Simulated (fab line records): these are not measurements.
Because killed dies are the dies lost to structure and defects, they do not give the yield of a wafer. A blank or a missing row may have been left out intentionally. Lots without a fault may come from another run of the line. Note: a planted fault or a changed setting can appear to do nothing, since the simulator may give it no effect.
Matching of chambers ; flow n5_finfet ; rie_diel-04 running N5_MOL_CONTACT_COAG_STRIP_98: 4 sister chambers
The step strips in N2/H2. 8 wafers are shown with their chamber, then 8 later ones without.

WAFERS, EACH WITH ITS CHAMBER
wafer;chamber;showerhead_plenum_p_Torr (Torr);throttle_valve_pct (%)
L081.4;0;3.59;19.4
L086.1;3;3.18;18.4
L086.3;2;3.53;19.0
L086.6;1;3.44;18.9
L090.3;2;3.52;19.1
L090.4;3;3.18;18.4
L090.6;0;3.57;19.5
L091.2;1;3.43;18.5

WAFERS MISSING THEIR CHAMBER
wafer;showerhead_plenum_p_Torr (Torr);throttle_valve_pct (%)
L091.3;3.52;19.1
L091.5;3.52;19.0
L095.2;3.52;19.1
L095.5;3.56;19.5
L095.6;3.43;18.5
L097.2;3.58;18.0
L097.3;3.56;19.5
L097.6;3.52;19.1

WHICH CHAMBER EACH ONE RAN IN
wafer;from the rows above;in truth
L091.3;2;2
L091.5;2;2
L095.2;2;2
L095.5;0;0
L095.6;1;1
L097.2;can't be placed: 2 or 0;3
L097.3;0;0
L097.6;2;2
7 of 8 placed correctly. Cannot be placed on the basis of these rows: 1; the candidates contain the true chamber in 0. 0 placed wrongly.
How it was worked out, from the rows above alone: a wafer's distance from a chamber is the root of the sum, over the readings, of the square of ((its reading less the chamber's mean) divided by the reading's scatter). If the next closest chamber is less than 2 further off than the closest, the wafer can't be placed; otherwise it belongs to the closest. The mean given for a chamber averages the wafers shown for that chamber. The scatter is the square root of a quotient: the sum, over the shown wafers, of each reading's squared deviation from its chamber's mean, divided by wafers minus chambers.
